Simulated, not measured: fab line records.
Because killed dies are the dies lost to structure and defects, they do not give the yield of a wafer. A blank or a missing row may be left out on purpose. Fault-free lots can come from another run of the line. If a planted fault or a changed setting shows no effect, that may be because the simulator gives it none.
fab line records | flow n5Finfet
record: lots: 11 wafers: 33 lastDay: 19
route steps=1938 shown BEOL_M5@1162 PASSIVATION@1936
lots that met no fault: from a run of the same line without faults
startH: hours from the record's first day to the start of the lot's first wafer shown | waitH: time in hours since the lot's previous step | " as in the row above | L1.1+2: one row covering several wafers at once | - no value present, or no start provided | * or withheld: withheld | < > ~ a bound
route shown NAME@n: NAME is a module with steps in the file, n the number in the route of the first one | usual: mean and standard deviation over wafers with no fault | same: alike in all rows | chamber/n: place in a boat | sites: per-site readings | _std_site: standard deviation of those values | _edge_site: outer sites' mean less inner sites' | radiusMm: how far each site lies from the wafer's centre | mask NAME#n: copy n | behind: the last tool/chamber to shape the wafer | hold: the reason the lot was held/the length of the hold in hours/how it ended | device: the transistor (n, p or np) that didn't switch | end of line: the route-end tests of the same wafers | for a step that has no rows: nothing shown but its recipe | killed: count of dies lost to structure and defects at first sort (not the wafer's yield) | map: dies across one wafer; x = killed, . = not, _ = none there
set.NAME: the setting the step ran with; set.NAME@STEP: the setting that earlier step ran with | model.NAME: the simulator's own value behind a step, which no gauge read
one table for each step of the route and one row for each wafer, over a sample of lots
services: the hour from which a tool's chamber was out of use, counted from the record's first day as startH (under 0 if before that day), plus the number of hours and why
== steps ==
step: N5_BEOL_M5_STRIP_91
recipe: chemistry: N2/H2 timeS: 10 powerW: 450 tempC: 40 pressureMtorr: 20 rfFrequencyHz: 6e+07 biasPowerW: 7 n2FlowSccm: 200 h2FlowSccm: 200
usual: biasPowerW: 6.998/0.021 drypumpMotorCurrentA: 5.7/0.44 oesProductAu: 0.79/0.079 rfVppV: 59.3/0.83 showerheadPlenumPTorr: 2.57/0.096 throttleValvePct: 23.6/0.32
columns lot.wafer tool chamber startH waitH biasPowerW drypumpMotorCurrentA oesProductAu rfHoursCounterH rfVppV showerheadPlenumPTorr throttleValvePct
L267.2 rieDiel-04 0 - - 7.026 5.1 0.83 71 57.5 2.47 23.8
L267.3 " 1 " " 6.994 5.5 0.76 150 59.2 2.55 23.9
L267.5 " 1 " " 6.993 5.5 0.76 - 58.9 2.55 23.9
L269.1 rieDiel-01 0 - - 7.003 6.1 0.73 200 59.2 2.62 23.8
L269.5 " 1 " " 7.010 5.8 0.89 - 60.1 2.69 23.9
L269.6 " 0 " " 6.993 6.1 0.72 - 58.6 2.62 23.8
L271.1 rieDiel-02 2 - - 6.963 5.4 0.92 25 60.1 2.59 23.4
L271.5 " 0 " " 6.979 5.6 0.88 - 60.2 2.59 23.7
L271.6 " 3 " " 6.985 6.1 0.81 - 59.1 2.56 23.2
L273.2 rieDiel-02 0 - - 7.004 5.6 0.87 43 59.5 2.58 23.7
L273.4 " 1 " " 7.014 4.9 0.87 43 59.2 2.47 23.2
L273.5 " 2 " " 7.002 5.4 0.91 - 60.1 2.59 23.4
L279.4 rieDiel-04 3 - - 6.997 6.5 0.75 - 58.2 2.33 23.4
L279.5 " 1 " " 6.970 5.4 0.74 - 58.4 2.54 24.0
L279.6 " 0 " " 6.990 5.1 0.80 - 60.1 2.46 23.9
L276.2 rieDiel-02 0 - - 6.980 5.6 0.86 51 59.9 2.58 23.7
L276.3 " 2 " " 7.036 5.4 0.89 40 59.8 2.59 23.5
L276.5 " 1 " " 7.005 4.9 0.86 - 59.0 2.47 23.2
L282.2 rieDiel-04 1 - - 7.029 5.5 0.73 174 59.3 2.54 24.0
L282.4 " 3 " " 6.974 6.4 0.75 - 59.0 2.33 23.3
L282.5 " 1 " " 7.036 5.5 0.73 - 59.7 2.54 24.0
L284.1 rieDiel-02 1 - - 7.002 4.9 0.86 55 58.7 2.47 23.2
L284.4 " 3 " " 6.975 6.1 0.81 116 58.4 2.55 23.2
L284.5 " 1 " " 7.036 4.9 0.85 - 58.7 2.47 23.2
L287.2 rieDiel-01 2 - - 7.011 6.1 0.88 39 60.2 2.70 23.2
L287.4 " 3 " " 6.999 5.4 0.69 - 58.1 2.62 24.1
L287.6 " 0 " " 6.969 6.1 0.70 - 60.1 2.61 23.8
L285.1 rieDiel-01 0 - - 7.029 6.1 0.70 231 59.9 2.61 23.9
L285.2 " 3 " " 6.985 5.4 0.69 238 59.3 2.62 24.1
L285.4 " 2 " " 6.993 6.0 0.86 - 60.7 2.70 23.2
L286.3 rieDiel-01 1 - - 6.981 5.8 0.84 69 57.7 2.68 23.9
L286.4 " 2 " " 7.010 6.0 0.87 48 60.3 2.69 23.2
L286.6 " 1 " " 6.977 5.8 0.84 - 59.3 2.68 23.9
step: N5_BEOL_M5_CURE_80
recipe: tempC: 370 timeS: 120 ambient: DMADMS/He material: SiCOH_lowk
usual: lampPowerPct: 52.31/0.056 runLengthS: 178.6/1 wafer_temp_C_max: 372.1/0.75
columns lot.wafer tool chamber startH waitH lampPowerPct runLengthS wafer_temp_C_max
L267.2 uvCure-01 1 223.16 0.3 52.34 178.6 372.9
L267.3 " 1 " " 52.39 178.5 372.5
L267.5 " 1 " " 52.30 178.3 372.2
L269.1 uvCure-01 0 248.52 0.0 52.34 181.7 372.7
L269.5 " 0 " " 52.31 181.7 372.6
L269.6 " 0 " " 52.43 182.2 372.2
L271.1 uvCure-02 2 251.91 0.0 52.39 178.6 370.8
L271.5 " 2 " " 52.25 178.5 371.3
L271.6 " 2 " " 52.32 178.3 371.3
L273.2 uvCure-01 2 272.70 0.1 52.37 178.0 371.5
L273.4 " 2 " " 52.31 177.5 371.2
L273.5 " 2 " " 52.31 177.3 371.3
L279.4 uvCure-01 1 297.26 0.2 - - -
L279.5 " 1 " " - - -
L279.6 " 1 " " - - -
L276.2 uvCure-01 1 299.38 0.1 - - -
L276.3 " 1 " " - - -
L276.5 " 1 " " - - -
L282.2 uvCure-02 1 302.99 0.1 52.30 178.6 371.4
L282.4 " 1 " " 52.26 179.0 372.2
L282.5 " 1 " " 52.27 178.4 372.7
L284.1 uvCure-01 2 309.57 0.0 52.26 177.6 371.1
L284.4 " 2 " " 52.35 177.5 371.0
L284.5 " 2 " " 52.31 177.6 371.0
L287.2 uvCure-01 1 329.14 0.1 52.38 178.7 372.6
L287.4 " 1 " " 52.40 178.3 372.0
L287.6 " 1 " " 52.25 178.4 372.5
L285.1 uvCure-03 0 336.72 0.0 52.29 178.1 372.6
L285.2 " 0 " " 52.38 177.6 372.7
L285.4 " 0 " " 52.37 177.6 371.8
L286.3 uvCure-01 2 346.39 0.3 52.29 177.6 370.9
L286.4 " 2 " " 52.39 177.4 370.8
L286.6 " 2 " " 52.23 177.6 370.9
step: N5_BEOL_M5_DEGAS_44
recipe: ambient: vacuum tempC: 250 timeS: 60
usual: heaterPowerW: 336/48
columns lot.wafer tool chamber startH waitH heaterPowerW
L267.2 pvdSputter-01 - 223.69 0.5 306
L267.3 " - " " 326
L267.5 " - " " 429
L269.1 pvdSputter-02 - 249.16 0.5 300
L269.5 " - " " 327
L269.6 " - " " 337
L271.1 pvdSputter-02 - 252.38 0.4 344
L271.5 " - " " 343
L271.6 " - " " 274
L273.2 pvdSputter-01 - 274.89 2.1 337
L273.4 " - " " 371
L273.5 " - " " 315
L279.4 pvdSputter-01 - 297.43 0.1 417
L279.5 " - " " 321
L279.6 " - " " 358
L276.2 pvdSputter-03 - 299.74 0.3 374
L276.3 " - " " 360
L276.5 " - " " 323
L282.2 pvdSputter-02 - 303.87 0.8 271
L282.4 " - " " 289
L282.5 " - " " 338
L284.1 pvdSputter-03 - 311.33 1.7 241
L284.4 " - " " 379
L284.5 " - " " 239
L287.2 pvdSputter-02 - 329.59 0.4 321
L287.4 " - " " 347
L287.6 " - " " 325
L285.1 pvdSputter-02 - 337.06 0.3 332
L285.2 " - " " 342
L285.4 " - " " 282
L286.3 pvdSputter-03 - 346.86 0.4 242
L286.4 " - " " 331
L286.6 " - " " 327
step: N5_BEOL_M5_ALD_86
recipe: material: TaN targetThkA: * tempC: 275 aldPrecursorFamily: PDMAT aldCoReactant: NH3 pressureTorr: 3 carrierFlowSccm: 1500 pulseTimeS: 2 purgeTimeS: 3 coReactantPurgeTimeS: 2 coReactantPulseTimeS: 3 aldCycles: 30 precursorVesselTempC: 75 precursorVesselPressureTorr: 26.25 precursorVesselCarrierSccm: 1000
usual: heaterPowerW: 412/39
columns lot.wafer tool chamber startH waitH heaterPowerW
L267.2 aldMetal-03 0 223.79 0.0 385
L267.3 " 2 " " 457
L267.5 " 0 " " 382
L269.1 aldMetal-03 2 249.26 0.0 455
L269.5 " 1 " " 439
L269.6 " 2 " " 449
L271.1 aldMetal-03 2 252.48 0.0 440
L271.5 " 1 " " 431
L271.6 " 2 " " 452
L273.2 aldMetal-04 3 274.99 0.0 346
L273.4 " 1 " " 447
L273.5 " 3 " " 356
L279.4 aldMetal-04 3 297.57 0.1 349
L279.5 " 0 " " 449
L279.6 " 1 " " 467
L276.2 aldMetal-03 0 299.84 0.0 386
L276.3 " 2 " " 438
L276.5 " 0 " " 376
L282.2 aldMetal-02 3 304.06 0.1 393
L282.4 " 0 " " 381
L282.5 " 1 " " 425
L284.1 aldMetal-03 0 311.43 0.0 393
L284.4 " 3 " " 391
L284.5 " 2 " " 458
L287.2 aldMetal-02 2 329.71 0.1 412
L287.4 " 1 " " 426
L287.6 " 2 " " 412
L285.1 aldMetal-04 3 337.16 0.0 348
L285.2 " 0 " " 452
L285.4 " 2 " " 371
L286.3 aldMetal-04 1 346.96 0.0 448
L286.4 " 2 " " 374
L286.6 " 2 " " 372
step: N5_PASSIVATION_PROBE_49
usual: defectLimitedYield: 91.1/1.4 killed_at_M0_to_M3: 34/10 killed_at_M4_up: 14/5.5 killedAtContacts: 12/5.1 killedAtFrontEnd: 41/12 killedAtOther: 4/3.1 killedDies: 105/17 killedOpen: 70/13 killedShort: 33/7.6 sort_bin_5_function: 5.3/0.98 sort_bin_6_memory: 3.3/0.67 sortNPass: 1075/17 sortYieldPct: 91.1/1.4
same: grossDies: 1180 killedAtBackSide: 0 sort_bin_4_leakage[%]: 0 sort_bin_8_speed[%]: 0
columns lot.wafer tool chamber startH waitH defectLimitedYield[%] killed_at_M0_to_M3 killed_at_M4_up killedAtContacts killedAtFrontEnd killedAtOther killedDies killedOpen killedShort sort_bin_5_function[%] sort_bin_6_memory[%] sortNPass sortYieldPct[%]
L267.2 prober-01 - 326.13 0.1 90.9 27 21 12 43 4 107 67 37 5.5 3.2 1073 90.9
L267.3 prober-01 - 326.18 0.1 92.5 28 20 9 29 2 88 61 27 4.0 3.1 1092 92.5
L267.5 prober-01 - 326.28 0.2 94.4 20 14 6 26 0 66 43 20 3.8 1.7 1114 94.4
L271.1 prober-01 - 348.89 0.0 90.3 22 18 16 55 4 115 87 28 5.9 3.5 1065 90.3
L271.5 prober-01 - 349.09 0.2 91.9 25 11 15 43 2 96 76 19 4.7 3.3 1084 91.9
L271.6 prober-01 - 349.14 0.3 91.1 25 13 20 46 1 105 69 35 5.2 3.5 1075 91.1
L273.2 prober-02 - 373.10 0.1 93.6 21 25 4 26 0 76 45 30 3.6 2.8 1104 93.6
L273.4 prober-02 - 373.20 0.2 92.3 17 15 17 39 3 91 61 27 3.9 3.5 1089 92.3
L273.5 prober-02 - 373.25 0.2 93.7 18 10 15 31 0 74 54 18 4.1 1.9 1106 93.7
L279.4 prober-01 - 400.83 0.2 90.8 31 13 12 46 6 108 69 37 5.1 3.8 1072 90.8
L279.5 prober-01 - 400.88 0.2 91.8 28 21 11 31 6 97 64 29 5.0 3.1 1083 91.8
L279.6 prober-01 - 400.93 0.3 93.0 28 21 8 26 0 83 53 28 4.1 3.0 1097 93.0
L276.2 prober-02 - 407.97 0.1 91.4 33 18 17 28 6 102 77 25 5.4 3.1 1078 91.4
L276.3 prober-02 - 408.02 0.1 89.8 37 21 10 47 5 120 76 44 5.7 4.1 1060 89.8
L276.5 prober-02 - 408.12 0.2 89.8 43 12 9 46 10 120 92 28 6.2 3.7 1060 89.8
L282.2 prober-01 - 408.98 0.1 90.5 42 24 18 26 2 112 68 41 5.9 3.1 1068 90.5
L282.4 prober-01 - 409.08 0.2 91.0 38 13 8 46 1 106 69 34 5.5 3.1 1074 91.0
L282.5 prober-01 - 409.13 0.2 89.7 52 12 18 36 3 121 76 45 5.6 4.2 1059 89.7
L287.2 prober-01 - 420.31 0.1 90.5 43 11 7 46 5 112 71 39 6.1 3.3 1068 90.5
L287.4 prober-01 - 420.41 0.2 90.0 40 22 9 44 3 118 79 38 6.1 3.5 1062 90.0
L287.6 prober-01 - 420.51 0.3 88.8 69 13 4 42 4 132 74 56 7.4 3.2 1048 88.8
L285.1 prober-02 - 437.63 0.0 90.3 33 12 23 44 3 115 79 35 6.4 3.1 1065 90.3
L285.2 prober-02 - 437.68 0.1 90.8 33 12 16 45 2 108 69 38 4.9 4.0 1072 90.8
L285.4 prober-02 - 437.78 0.2 92.0 32 11 13 32 6 94 60 33 4.3 3.0 1086 92.0
killed by level:class
L267.2 FIN_SAQP:geometricParticle:open=15 MOL_CONTACT_COAG:geometricParticle:open=9 FIN_SAQP:geometricParticle:short=8 BEOL_M0_SAQP:geometricParticle:short=6 BEOL_M0_SAQP:geometricParticle:open=5 BEOL_M4:geometricParticle:open=5 BEOL_M2:geometricParticle:open=4 STARTING-WAFER:geometricParticle:short=4
L267.3 BEOL_M0_SAQP:geometricParticle:open=12 FIN_SAQP:geometricParticle:open=8 STI_FIN_REVEAL:geometricParticle:open=8 BEOL_M4:geometricParticle:open=8 FIN_SAQP:geometricParticle:short=6 BEOL_M2:geometricParticle:open=6 MOL_CONTACT_COAG:geometricParticle:open=5 BEOL_M0_SAQP:geometricParticle:short=5
L267.5 BEOL_M3:geometricParticle:open=6 SPACER0:geometricParticle:open=5 MOL_CONTACT_COAG:geometricParticle:open=5 BEOL_M0_SAQP:geometricParticle:open=5 BEOL_M4:geometricParticle:open=4 FIN_SAQP:geometricParticle:open=3 SPACER0:geometricParticle:short=3 ILD0:geometricParticle:open=3
L271.1 STI_FIN_REVEAL:geometricParticle:open=26 MOL_CONTACT_COAG:geometricParticle:open=12 BEOL_M4:geometricParticle:open=8 DUMMY_GATE:geometricParticle:open=7 STI_FIN_REVEAL:geometricParticle:short=5 BEOL_M0:geometricParticle:open=5 BEOL_M2:geometricParticle:open=5 MOL_CONTACT_COAG:geometricParticle:short=4
L271.5 STI_FIN_REVEAL:geometricParticle:open=23 MOL_CONTACT_COAG:geometricParticle:open=12 BEOL_M0:geometricParticle:open=8 FIN_SAQP:geometricParticle:open=6 FIN_SAQP:geometricParticle:short=4 BEOL_M6:geometricParticle:open=4 BEOL_M1:geometricParticle:open=4 BEOL_M2:geometricParticle:open=4
L271.6 MOL_CONTACT_COAG:geometricParticle:open=18 STI_FIN_REVEAL:geometricParticle:open=10 FIN_SAQP:geometricParticle:open=7 BEOL_M0:geometricParticle:open=7 BEOL_M3:geometricParticle:open=7 FIN_SAQP:geometricParticle:short=6 STI_FIN_REVEAL:geometricParticle:short=6 GATE_CUT:geometricParticle:short=5
L273.2 BEOL_M4:geometricParticle:open=8 STI_FIN_REVEAL:geometricParticle:open=6 BEOL_M0_SAQP:geometricParticle:short=6 BEOL_M0_SAQP:geometricParticle:open=4 BEOL_M4:geometricParticle:short=4 BEOL_M8:geometricParticle:open=4 MOL_CONTACT_COAG:geometricParticle:open=3 BEOL_M1:geometricParticle:open=3
L273.4 MOL_CONTACT_COAG:geometricParticle:open=14 BEOL_M4:geometricParticle:open=10 GATE_CUT:geometricParticle:short=9 BEOL_M3:geometricParticle:open=6 GATE_CUT:geometricParticle:open=5 BEOL_M0_SAQP:geometricParticle:open=5 STI_FIN_REVEAL:geometricParticle:open=4 ILD0:geometricParticle:short=4
L273.5 MOL_CONTACT_COAG:geometricParticle:open=14 STI_FIN_REVEAL:geometricParticle:open=13 BEOL_M1:geometricParticle:open=8 GATE_CUT:geometricParticle:short=5 BEOL_M0_SAQP:geometricParticle:open=4 BEOL_M3:geometricParticle:short=3 BEOL_M5:geometricParticle:short=3 BEOL_M5:geometricParticle:open=3
L279.4 FIN_SAQP:geometricParticle:short=10 STI_FIN_REVEAL:geometricParticle:open=10 MOL_CONTACT_COAG:geometricParticle:open=9 BEOL_M3:geometricParticle:open=6 BEOL_M4:geometricParticle:open=6 FIN_SAQP:geometricParticle:open=5 GATE_CUT:geometricParticle:open=5 BEOL_M0_SAQP:geometricParticle:open=5
L279.5 MOL_CONTACT_COAG:geometricParticle:open=9 BEOL_M0_SAQP:geometricParticle:open=7 BEOL_M3:geometricParticle:open=6 BEOL_M4:geometricParticle:open=5 FIN_SAQP:geometricParticle:open=4 STI_FIN_REVEAL:geometricParticle:open=4 BEOL_M0_SAQP:geometricParticle:short=4 BEOL_M2:geometricParticle:open=4
L279.6 BEOL_M0_SAQP:geometricParticle:open=7 BEOL_M5:geometricParticle:open=7 MOL_CONTACT_COAG:geometricParticle:open=6 BEOL_M0_SAQP:geometricParticle:short=6 BEOL_M3:geometricParticle:open=6 FIN_SAQP:geometricParticle:short=5 DUMMY_GATE:geometricParticle:open=5 BEOL_M8:geometricParticle:open=5
L276.2 MOL_CONTACT_COAG:geometricParticle:open=15 BEOL_M2:geometricParticle:open=15 DUMMY_GATE:geometricParticle:open=8 BEOL_M4:geometricParticle:open=8 BEOL_M0:geometricParticle:open=5 FIN_SAQP:geometricParticle:open=4 FIN_SAQP:geometricParticle:short=4 DUMMY_GATE:geometricParticle:short=3
L276.3 FIN_SAQP:geometricParticle:short=14 BEOL_M4:geometricParticle:open=13 BEOL_M3:geometricParticle:open=10 GATE_CUT:geometricParticle:short=9 MOL_CONTACT_COAG:geometricParticle:open=9 STI_FIN_REVEAL:geometricParticle:open=7 BEOL_M0_SAQP:geometricParticle:short=7 FIN_SAQP:geometricParticle:open=6
L276.5 STI_FIN_REVEAL:geometricParticle:open=15 BEOL_M2:geometricParticle:open=14 MOL_CONTACT_COAG:geometricParticle:open=9 BEOL_M4:geometricParticle:open=8 DUMMY_GATE:geometricParticle:open=7 BEOL_M0_SAQP:geometricParticle:short=7 BEOL_M0_SAQP:geometricParticle:open=7 BEOL_M3:geometricParticle:open=6
L282.2 BEOL_M0_SAQP:geometricParticle:short=18 BEOL_M0_SAQP:geometricParticle:open=17 MOL_CONTACT_COAG:geometricParticle:open=13 BEOL_M4:geometricParticle:open=12 STI_FIN_REVEAL:geometricParticle:open=7 FIN_SAQP:geometricParticle:short=5 MOL_CONTACT_COAG:geometricParticle:short=5 FIN_SAQP:geometricParticle:open=3
L282.4 STI_FIN_REVEAL:geometricParticle:open=15 BEOL_M0_SAQP:geometricParticle:open=15 BEOL_M0_SAQP:geometricParticle:short=10 FIN_SAQP:geometricParticle:short=8 MOL_CONTACT_COAG:geometricParticle:open=6 BEOL_M2:geometricParticle:open=6 FIN_CUT:geometricParticle:short=4 STARTING-WAFER:geometricParticle:open=4
L282.5 MOL_CONTACT_COAG:geometricParticle:open=14 BEOL_M0_SAQP:geometricParticle:short=13 BEOL_M0_SAQP:geometricParticle:open=12 STI_FIN_REVEAL:geometricParticle:open=8 BEOL_M2:geometricParticle:open=8 FIN_SAQP:geometricParticle:open=7 BEOL_M1:geometricParticle:open=6 BEOL_M4:geometricParticle:open=5
L287.2 BEOL_M3:geometricParticle:open=12 BEOL_M0_SAQP:geometricParticle:open=11 BEOL_M1:geometricParticle:open=10 FIN_SAQP:geometricParticle:open=9 FIN_SAQP:geometricParticle:short=8 BEOL_M0_SAQP:geometricParticle:short=7 DUMMY_GATE:geometricParticle:open=6 GATE_CUT:geometricParticle:short=5
L287.4 BEOL_M4:geometricParticle:open=11 DUMMY_GATE:geometricParticle:open=10 BEOL_M3:geometricParticle:open=10 MOL_CONTACT_COAG:geometricParticle:open=7 BEOL_M0_SAQP:geometricParticle:open=7 BEOL_M0_SAQP:geometricParticle:short=7 BEOL_M1:geometricParticle:open=7 FIN_SAQP:geometricParticle:open=6
L287.6 BEOL_M0_SAQP:geometricParticle:short=22 FIN_SAQP:geometricParticle:short=14 BEOL_M0_SAQP:geometricParticle:open=14 BEOL_M3:geometricParticle:open=8 BEOL_M2:geometricParticle:open=7 FIN_SAQP:geometricParticle:open=6 BEOL_M1:geometricParticle:open=6 STI_FIN_REVEAL:geometricParticle:open=5
L285.1 MOL_CONTACT_COAG:geometricParticle:open=20 FIN_SAQP:geometricParticle:open=14 BEOL_M0_SAQP:geometricParticle:short=12 BEOL_M2:geometricParticle:open=9 BEOL_M0_SAQP:geometricParticle:open=8 STI_FIN_REVEAL:geometricParticle:open=7 GATE_CUT:geometricParticle:short=5 FIN_SAQP:geometricParticle:short=4
L285.2 FIN_SAQP:geometricParticle:open=17 MOL_CONTACT_COAG:geometricParticle:open=12 BEOL_M2:geometricParticle:open=9 FIN_SAQP:geometricParticle:short=8 BEOL_M1:geometricParticle:open=6 BEOL_M0_SAQP:geometricParticle:short=5 STI_FIN_REVEAL:geometricParticle:open=4 MOL_CONTACT_COAG:geometricParticle:short=4
L285.4 FIN_SAQP:geometricParticle:open=9 MOL_CONTACT_COAG:geometricParticle:open=8 FIN_SAQP:geometricParticle:short=6 BEOL_M2:geometricParticle:open=6 BEOL_M1:geometricParticle:open=5 MOL_CONTACT_COAG:geometricParticle:short=5 BEOL_M0_SAQP:geometricParticle:open=5 DUMMY_GATE:geometricParticle:open=4
== services ==
columns tool chamber startH hours kind
aldMetal-04 2 199.98 5.8 repair
rieDiel-01 2 204.00 - clean
rieDiel-01 2 204.00 - consumableReplace:focusRing
rieDiel-01 2 204.00 - consumableReplace:showerhead
rieDiel-01 2 204.00 16.3 scheduledDown
uvCure-03 - 204.92 14.6 pm
rieDiel-02 3 218.90 6.0 repair
uvCure-02 - 220.09 7.5 pm
aldMetal-04 3 239.72 6.1 repair
rieDiel-02 3 241.30 2.1 repair
uvCure-03 - 277.14 5.8 repair
rieDiel-04 2 277.44 9.6 repair
uvCure-01 - 279.71 2.1 pm
rieDiel-04 1 286.58 5.8 repair
rieDiel-01 - 296.25 0.3 repair
rieDiel-01 1 325.84 14.7 repair
rieDiel-02 - 327.81 14.6 pm
aldMetal-03 - 337.25 14.0 pm
aldMetal-03 0 337.25 14.0 ventCycle
aldMetal-03 1 337.25 14.0 ventCycle
aldMetal-03 2 337.25 14.0 ventCycle
aldMetal-03 3 337.25 14.0 ventCycle
uvCure-02 - 344.14 2.8 pm
rieDiel-02 1 346.98 4.0 repair
== key ==
firstSign: step: N5_BEOL_M5_CURE_80 reading: toolRecord direction: missing
effect none on later readings
metAt N5_BEOL_M5_CURE_80
struckLots L276,L279
notActingAt N5_BEOL_M5_STRIP_91,N5_BEOL_M5_DEGAS_44,N5_BEOL_M5_ALD_86
onsetBetween 272.70 297.26
fault: kind: skippedStepWhole tool: uvCure-01 chamber: - onsetH: 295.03 steps: N5_BEOL_M5_CURE_80 scope: struckLotsOnly
